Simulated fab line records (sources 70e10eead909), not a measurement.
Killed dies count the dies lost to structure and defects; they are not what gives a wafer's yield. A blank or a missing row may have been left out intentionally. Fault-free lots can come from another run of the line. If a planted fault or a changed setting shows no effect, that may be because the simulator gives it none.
fab line records -- flow nandHarc
[record] lots = 6, wafers = 18, lastDay = 24
route steps=1159 shown A_BLC@966 END@1159
lots that met no fault: from a run of the same line without faults
startH: hours from the record's opening day to when the first of the lot's shown wafers began -- waitH: hours elapsed since this lot's preceding step -- " unchanged from the row above -- L1.1+2: one row covering several wafers at once -- - either no value or no given start -- * or withheld: withheld -- < > ~ a bound
route shown NAME@n: NAME is a module with steps in the file, n the number in the route of the first one -- usual: mean/standard deviation taken from wafers without a fault -- same: alike in all rows -- chamber/n: place in a boat -- sites: readings site by site -- _std_site: how widely they spread, as a standard deviation -- _edge_site: outer sites' mean less inner sites' -- radiusMm: how far each site lies from the wafer's centre -- mask NAME#n: copy n -- behind: the tool/chamber that last shaped the wafer -- hold: why the lot went on hold/how many hours it stayed there/how the hold came to an end -- device: transistor that didn't switch, given as n, p or np -- end of line: tests of these same wafers at the route's end -- step lacking rows: just its recipe -- killed: dies that structure and defects cost at the first sort, which is not the same as the wafer's yield -- map: a wafer's dies, marking killed ones x, the rest . and places with no die _
set.NAME: setting as actually run; set.NAME@STEP: the setting as run at that earlier step -- model.NAME: the simulator's own value behind a step, which no gauge read
lots seen at some steps along the route; tables by step, rows by wafer
services: a tool's chamber out of use, with start hour (startH, from the record's first day; less than 0 if before it), hours out, and reason
[[steps]]
[step NHARC_A_BLC_COAT_02]
[recipe] tempC = 260, timeS = 75
[step NHARC_A_BLC_COAT_03]
[recipe] tempC = 225, timeS = 65
[step NHARC_A_BLC_COAT_04]
[recipe] spinRpm = 1500, resistThkNm = 90
[step NHARC_A_BLC_SOFTBAKE_05]
[recipe] tempC = 105, timeS = 55
[step NHARC_A_BLC_EBR_06]
[step NHARC_A_BLC_EXPOSE_07]
[recipe] na = 1.35, targetCdNm = 100, doseMj = 67.97, maskId = A_BLC
[step NHARC_A_BLC_PEB_08]
[recipe] pebTempC = 100, pebTimeS = 65
[step NHARC_A_BLC_DEVELOP_09]
[recipe] developTimeS = 35, devTempC = 23
[step NHARC_A_BLC_CD_MEAS_10]
[recipe] targetCdNm = 100, landingEnergyEv = 500
[usual] cdNm = 99.9/0.51
lot.wafer,tool,chamber,startH,waitH,cdNm
L949.1,cdSem-02,0,397.09,-,99.9
L949.2,cdSem-02,0,397.09,-,99.7
L949.5,cdSem-02,0,397.09,-,100.2
L951.1,cdSem-03,0,402.44,-,100.1
L951.4,cdSem-03,0,402.44,-,99.9
L951.5,cdSem-03,0,402.44,-,100.0
L952.2,cdSem-03,0,404.94,-,100.1
L952.3,cdSem-03,0,404.94,-,100.4
L952.5,cdSem-03,0,404.94,-,99.7
L966.1,cdSem-01,0,487.63,-,98.6
L966.4,cdSem-01,0,487.63,-,100.3
L966.5,cdSem-01,0,487.63,-,99.0
L963.1,cdSem-01,0,494.51,-,100.1
L963.2,cdSem-01,0,494.51,-,99.7
L963.5,cdSem-01,0,494.51,-,99.0
L970.1,cdSem-01,0,526.07,-,100.2
L970.5,cdSem-01,0,526.07,-,100.3
L970.6,cdSem-01,0,526.07,-,100.7
[step NHARC_A_BLC_OVL_MEAS_11]
[usual] overlayXNm = -0.3/0.9, overlayYNm = 0.0/0.8
lot.wafer,tool,chamber,startH,waitH,overlayXNm,overlayYNm
L949.1,overlay-02,-,397.18,-,-0.6,-0.6
L949.2,overlay-02,-,397.18,-,-0.6,-0.5
L949.5,overlay-02,-,397.18,-,-0.7,-0.6
L951.1,overlay-01,-,402.52,-,-2.1,0.6
L951.4,overlay-01,-,402.52,-,-1.6,0.8
L951.5,overlay-01,-,402.52,-,-1.4,0.3
L952.2,overlay-02,-,405.03,-,-0.8,-0.3
L952.3,overlay-02,-,405.03,-,-0.3,-0.5
L952.5,overlay-02,-,405.03,-,-0.5,0.5
L966.1,overlay-02,-,487.71,-,-0.8,-0.4
L966.4,overlay-02,-,487.71,-,-1.2,-0.9
L966.5,overlay-02,-,487.71,-,-1.2,-0.7
L963.1,overlay-02,-,494.60,-,-1.3,-0.5
L963.2,overlay-02,-,494.60,-,-1.8,0.5
L963.5,overlay-02,-,494.60,-,-1.3,0.0
L970.1,overlay-02,-,526.15,-,0.3,0.6
L970.5,overlay-02,-,526.15,-,0.1,0.5
L970.6,overlay-02,-,526.15,-,0.0,0.8
[step NHARC_A_BLC_INSPECT_12]
[usual] rawDefectCount = 29/13
lot.wafer,tool,chamber,startH,waitH,rawDefectCount
L949.1,defectInspect-02,-,397.21,0.0,21
L949.2,defectInspect-02,-,397.21,0.0,23
L949.5,defectInspect-02,-,397.21,0.0,22
L951.1,defectInspect-02,-,402.56,0.0,31
L951.4,defectInspect-02,-,402.56,0.0,30
L951.5,defectInspect-02,-,402.56,0.0,32
L952.2,defectInspect-02,-,405.06,0.0,26
L952.3,defectInspect-02,-,405.06,0.0,28
L952.5,defectInspect-02,-,405.06,0.0,36
L966.1,defectInspect-02,-,487.75,0.0,30
L966.4,defectInspect-02,-,487.75,0.0,33
L966.5,defectInspect-02,-,487.75,0.0,28
L963.1,defectInspect-01,-,494.64,0.0,24
L963.2,defectInspect-01,-,494.64,0.0,29
L963.5,defectInspect-01,-,494.64,0.0,28
L970.1,defectInspect-02,-,526.19,0.0,20
L970.5,defectInspect-02,-,526.19,0.0,21
L970.6,defectInspect-02,-,526.19,0.0,19
[step NHARC_A_BLC_DESCUM_15]
[recipe] timeS = 3, o2FlowSccm = 200, arFlowSccm = 0, biasPowerW = 0, chemistry = O2
[usual] chamberPressureMTorr = 60.00/0.057, drypumpMotorCurrentA = 5.90/0.29, o2FlowSccm = 200.0/0.54, oesProductAu = 1.001/0.012, rfVppV = 57.9/0.95, showerheadPlenumPTorr = 1.95/0.081, throttleValvePct = 11.310/0.0089
[same] timeS = 3
lot.wafer,tool,chamber,startH,waitH,chamberPressureMTorr,drypumpMotorCurrentA,o2FlowSccm,oesProductAu,rfHoursCounterH,rfVppV,showerheadPlenumPTorr,throttleValvePct
L949.2,rieDiel-13,3,397.28,0.1,60.06,6.19,200.2,1.001,13,59.8,2.05,11.301
L949.1,rieDiel-13,1,397.28,0.1,59.92,5.69,199.4,0.986,12,59.4,2.03,11.304
L949.5,rieDiel-13,3,397.28,0.1,59.97,6.20,200.3,0.999,-,59.5,2.05,11.316
L951.4,rieDiel-02,3,402.62,0.1,60.01,6.08,200.6,1.004,7,59.1,2.02,11.309
L951.1,rieDiel-02,0,402.62,0.1,59.90,5.86,199.9,0.984,6,57.9,2.04,11.299
L951.5,rieDiel-02,3,402.62,0.1,59.95,6.09,200.1,1.003,-,58.5,2.02,11.296
L952.3,rieDiel-02,3,405.13,0.1,59.93,6.07,199.3,1.011,7,57.5,2.02,11.292
L952.2,rieDiel-02,1,405.13,0.1,59.97,6.42,199.3,0.996,7,56.3,1.87,11.300
L952.5,rieDiel-02,3,405.13,0.1,59.93,6.08,199.4,1.015,-,59.1,2.02,11.306
L966.4,rieDiel-02,3,487.82,0.1,59.93,6.04,200.6,1.013,16,59.9,2.02,11.303
L966.1,rieDiel-02,0,487.82,0.1,60.02,5.83,198.8,0.999,13,59.2,2.03,11.316
L966.5,rieDiel-02,3,487.82,0.1,60.01,6.04,200.6,1.007,-,58.4,2.02,11.322
L963.2,rieDiel-13,1,494.70,0.1,60.08,5.72,200.2,1.015,3,60.4,2.02,11.305
L963.1,rieDiel-13,3,494.70,0.1,60.03,6.18,199.6,0.990,3,57.2,2.05,11.312
L963.5,rieDiel-13,2,494.70,0.1,59.94,5.68,199.9,0.999,-,58.7,1.89,11.322
L970.1,rieDiel-13,0,526.26,0.1,59.94,5.64,200.6,1.036,7,58.3,1.86,11.311
L970.6,rieDiel-13,3,526.26,0.1,60.03,6.15,200.1,1.002,-,58.6,2.05,11.319
L970.5,rieDiel-13,0,526.26,0.1,60.05,5.67,200.0,1.037,-,56.1,1.86,11.310
[step NHARC_A_BLC_ETCH_16]
[recipe] targetDepthA = 390, overEtchFrac = 0.3, timeS = 65, ionEnergyEv = 80, cf4FlowSccm = 150, arFlowSccm = 0, rfW = 300, biasW = 100, chemistry = CF4
[usual] chamberPressureMTorr = 50.00/0.044, drypumpMotorCurrentA = 5.90/0.29, oesProductAu = 1.001/0.012, rfVppV = 151.8/1.3, showerheadPlenumPTorr = 1.80/0.07, throttleValvePct = 13.285/0.0091
[same] timeS = 65
lot.wafer,tool,chamber,startH,waitH,chamberPressureMTorr,drypumpMotorCurrentA,oesProductAu,rfHoursCounterH,rfVppV,showerheadPlenumPTorr,throttleValvePct
L949.1,rieDiel-13,0,397.80,0.5,50.00,5.66,1.014,12,151.3,1.72,13.283
L949.2,rieDiel-13,3,397.80,0.5,49.99,6.16,0.998,13,153.0,1.89,13.284
L949.5,rieDiel-13,3,397.80,0.5,49.96,6.17,1.009,-,153.3,1.89,13.299
L951.4,rieDiel-02,1,402.71,0.1,50.04,6.39,0.866,6,152.1,1.73,13.273
L951.1,rieDiel-02,2,402.71,0.1,50.02,5.69,0.850,7,149.7,1.72,13.291
L951.5,rieDiel-02,1,402.71,0.1,49.99,6.37,0.853,-,150.1,1.73,13.308
L952.2,rieDiel-02,3,405.21,0.1,49.99,6.13,1.010,7,152.5,1.86,13.261
L952.3,rieDiel-02,2,405.21,0.1,49.96,5.68,0.993,8,150.6,1.72,13.282
L952.5,rieDiel-02,3,405.21,0.1,50.05,6.09,0.875,-,151.0,1.86,13.278
L966.1,rieDiel-02,1,487.90,0.1,49.92,6.40,0.994,15,148.9,1.73,13.270
L966.4,rieDiel-02,3,487.90,0.1,49.88,6.07,1.007,16,153.4,1.86,13.272
L966.5,rieDiel-02,0,487.90,0.1,50.02,5.81,0.995,-,153.2,1.87,13.290
L963.2,rieDiel-13,2,494.79,0.1,49.94,5.71,1.000,3,149.7,1.75,13.282
L963.1,rieDiel-13,0,494.79,0.1,49.98,5.65,1.035,3,151.6,1.72,13.291
L963.5,rieDiel-13,2,494.79,0.1,50.08,5.71,1.005,-,150.8,1.75,13.284
L970.1,rieDiel-13,0,526.48,0.2,50.03,5.63,1.022,7,151.6,1.72,13.278
L970.6,rieDiel-13,0,526.48,0.2,49.96,5.64,1.033,-,151.0,1.72,13.277
L970.5,rieDiel-13,1,526.48,0.2,50.03,5.69,1.005,-,152.7,1.86,13.295
[step NHARC_A_BLC_ETCH_17]
[recipe] targetDepthA = 3900, overEtchFrac = 0.25, timeS = 609.38, ionEnergyEv = 200, n2FlowSccm = 150, h2FlowSccm = 150, arFlowSccm = 0, rfW = 400, biasW = 150, chemistry = N2/H2
[usual] chamberPressureMTorr = 29.998/0.028, drypumpMotorCurrentA = 5.89/0.28, h2FlowSccm = 149.9/0.49, oesProductAu = 1.002/0.013, rfVppV = 431.5/2.6, showerheadPlenumPTorr = 2.08/0.089, throttleValvePct = 14.171/0.01
[same] timeS = 609.38
lot.wafer,tool,chamber,startH,waitH,chamberPressureMTorr,drypumpMotorCurrentA,h2FlowSccm,oesProductAu,rfHoursCounterH,rfVppV,showerheadPlenumPTorr,throttleValvePct
L949.2,rieDiel-13,3,-,-,29.980,6.18,150.4,1.005,13,434.8,2.19,14.177
L949.1,rieDiel-13,0,-,-,30.004,5.65,149.0,1.028,13,429.4,1.98,14.185
L949.5,rieDiel-13,0,-,-,29.980,5.65,149.6,1.017,-,428.0,1.98,14.167
L951.1,rieDiel-02,0,-,-,30.045,5.81,150.1,0.991,6,434.1,2.18,14.184
L951.4,rieDiel-02,1,-,-,29.992,6.40,149.1,1.004,7,429.0,1.99,14.169
L951.5,rieDiel-02,1,-,-,30.045,6.41,148.8,1.010,-,430.1,1.99,14.161
L952.3,rieDiel-02,2,-,-,29.975,5.73,149.3,0.998,8,429.1,1.97,14.164
L952.2,rieDiel-02,1,-,-,30.017,6.41,149.6,1.005,7,428.9,1.99,14.157
L952.5,rieDiel-02,2,-,-,29.999,5.72,150.2,0.984,-,428.0,1.97,14.174
L966.1,rieDiel-02,2,-,-,29.998,5.69,150.0,0.993,16,429.1,1.97,14.185
L966.4,rieDiel-02,0,-,-,29.978,5.86,150.0,0.995,14,434.6,2.17,14.163
L966.5,rieDiel-02,1,-,-,30.006,6.39,149.4,0.990,-,428.7,1.99,14.169
L963.1,rieDiel-13,0,-,-,29.964,5.65,150.3,1.023,3,429.3,1.98,14.161
L963.2,rieDiel-13,1,-,-,30.031,5.63,150.1,1.005,3,433.3,2.16,14.163
L963.5,rieDiel-13,1,-,-,30.050,5.69,150.9,1.001,-,434.4,2.16,14.164
L970.1,rieDiel-13,1,-,-,29.976,5.70,150.4,1.005,7,434.1,2.16,14.175
L970.6,rieDiel-13,3,-,-,30.020,6.19,150.3,0.980,-,435.4,2.19,14.182
L970.5,rieDiel-13,0,-,-,30.025,5.65,149.6,1.019,-,428.3,1.98,14.175
[step NHARC_END_SORT_01]
[recipe] tempC = 25
[usual] killedAtArray = 25/9.5, killedAtOther = 0.8/1.2, killedAtPeriphery = 3.4/2.2, killedDies = 29/10, killedOpen = 3.3/1.8, killedShort = 2.1/1.4
[same] grossDies = 677
lot.wafer,tool,chamber,startH,waitH,killedAtArray,killedAtOther,killedAtPeriphery,killedDies,killedOpen,killedShort
L951.1,prober-02,0,465.12,2.5,31,0,5,36,3,2
L951.4,prober-02,0,467.53,3.4,28,0,3,31,3,2
L951.5,prober-02,0,468.33,3.7,24,0,3,27,4,3
L966.1,prober-01,0,535.32,2.5,28,2,2,32,7,3
L966.4,prober-01,0,537.71,3.4,16,0,4,20,1,2
L966.5,prober-01,0,538.50,3.7,18,0,3,21,4,4
L970.1,prober-01,0,583.46,2.5,19,0,3,22,4,3
L970.5,prober-01,0,586.63,3.7,17,1,3,21,1,3
L970.6,prober-01,0,587.43,4.0,22,0,5,27,5,3
// killed by level:class
L951.1 A_SLIT:chamberFilmFlake=13 A_CHANNEL_HOLE_D1:chamberFilmFlake=8 A_CONTACT:chamberFilmFlake=4 P_STI:chamberFilmFlake=2 A_STAIRCASE:chamberFilmFlake=2 P_CONTACT:geometricParticle:short=1 P_M0:geometricParticle:open=1 A_WL_FILL:geometricParticle:open=1
L951.4 A_SLIT:chamberFilmFlake=10 A_CHANNEL_HOLE_D1:chamberFilmFlake=9 A_CONTACT:chamberFilmFlake=2 A_STAIRCASE:chamberFilmFlake=2 P_GATE:geometricParticle:open=1 P_M1:geometricParticle:open=1 A_ONON_D1:geometricParticle:short=1 A_WL_FILL:geometricParticle:short=1
L951.5 A_CHANNEL_HOLE_D1:chamberFilmFlake=10 A_SLIT:chamberFilmFlake=3 A_STAIRCASE:chamberFilmFlake=2 A_BLC:areaEtch=2 P_GATE:geometricParticle:open=1 P_M0:geometricParticle:short=1 A_ONON_D1:geometricParticle:short=1 A_ONON_D1:geometricParticle:open=1
L966.1 A_SLIT:chamberFilmFlake=15 A_CONTACT:geometricParticle:open=5 A_CHANNEL_HOLE_D1:chamberFilmFlake=2 A_STAIRCASE:chamberFilmFlake=2 THIN_TSV:chamberFilmFlake=2 P_CONTACT:geometricParticle:short=1 P_M1:geometricParticle:open=1 A_ONON_D1:geometricParticle:open=1
L966.4 A_SLIT:chamberFilmFlake=9 A_CONTACT:chamberFilmFlake=3 P_GATE:chamberFilmFlake=2 A_CHANNEL_HOLE_D1:chamberFilmFlake=2 P_GATE:geometricParticle:short=1 A_CONTACT:geometricParticle:open=1 A_BLC:geometricParticle:short=1 P_STI:chamberFilmFlake=1
L966.5 A_SLIT:chamberFilmFlake=7 A_CHANNEL_HOLE_D1:chamberFilmFlake=2 P_CONTACT:geometricParticle:open=1 A_ONON_D1:geometricParticle:short=1 A_CHANNEL_FILL_D1:geometricParticle:open=1 A_WL_FILL:geometricParticle:short=1 A_CONTACT:geometricParticle:short=1 A_BLC:geometricParticle:open=1
L970.1 A_CHANNEL_HOLE_D1:chamberFilmFlake=7 A_ONON_D1:geometricParticle:short=2 P_M1:chamberFilmFlake=2 A_STAIRCASE:chamberFilmFlake=2 A_CONTACT:chamberFilmFlake=2 A_ONON_D1:geometricParticle:open=1 A_WL_FILL:geometricParticle:short=1 A_WL_FILL:geometricParticle:open=1
L970.5 A_CHANNEL_HOLE_D1:chamberFilmFlake=10 A_STAIRCASE:chamberFilmFlake=2 A_CONTACT:chamberFilmFlake=2 P_M1:geometricParticle:open=1 A_ONON_D1:geometricParticle:short=1 A_CHANNEL_FILL_D1:geometricParticle:short=1 STARTING-WAFER:geometricParticle:short=1 P_ZERO_WELL:chamberFilmFlake=1
L970.6 A_STAIRCASE:chamberFilmFlake=6 P_M1:chamberFilmFlake=4 A_CHANNEL_HOLE_D1:chamberFilmFlake=4 A_CONTACT:chamberFilmFlake=3 A_CHANNEL_FILL_D1:geometricParticle:open=2 A_CONTACT:geometricParticle:open=2 A_CHANNEL_HOLE_D1:geometricParticle:short=1 A_SGD_CUT:geometricParticle:short=1
[[services]]
tool,chamber,startH,hours,kind
rieDiel-13,0,383.01,-,clean
rieDiel-13,1,383.01,-,clean
rieDiel-13,2,383.01,-,clean
rieDiel-13,3,383.01,-,clean
rieDiel-02,0,385.86,-,clean
rieDiel-02,1,385.86,-,clean
rieDiel-02,2,385.86,-,clean
rieDiel-02,3,385.86,-,clean
rieDiel-13,2,394.25,3.6,repair
rieDiel-13,0,407.51,-,clean
rieDiel-13,1,407.51,-,clean
rieDiel-13,2,407.51,-,clean
rieDiel-13,3,407.51,-,clean
rieDiel-02,0,410.36,-,clean
rieDiel-02,1,410.36,-,clean
rieDiel-02,2,410.36,-,clean
rieDiel-02,3,410.36,-,clean
rieDiel-13,0,432.01,-,clean
rieDiel-13,-,453.00,9.0,pm
rieDiel-02,0,464.72,7.9,repair
rieDiel-13,3,469.46,6.8,repair
rieDiel-13,1,487.77,3.1,repair
rieDiel-02,2,493.56,11.3,repair
rieDiel-02,-,504.71,9.0,pm
[[key]]
[firstSign] step = NHARC_A_BLC_ETCH_16, reading = oesProductAu, direction = down, sigmas = 12, usual = 1.001, struck = 0.861
effect none on later readings
metAt NHARC_A_BLC_ETCH_16
struckWafers L951.1,L951.4,L951.5,L952.5
testerLeftOut L951,L952
[fault] kind = processParameterDrift, tool = rieDiel-02, chamber = -, onsetH = 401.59, steps = NHARC_A_BLC_ETCH_16, channel = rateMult, offset = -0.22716, shape = step, endH = 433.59, scope = struckWafersOnly
// testerLeftOut: of these lots the tester's yield and bins aren't shown, on N5 and GAA mostly nor the transistor test; their killed dies are dies lost to structure and defects alone, not to doping, threshold or leakage, so they don't give the yield
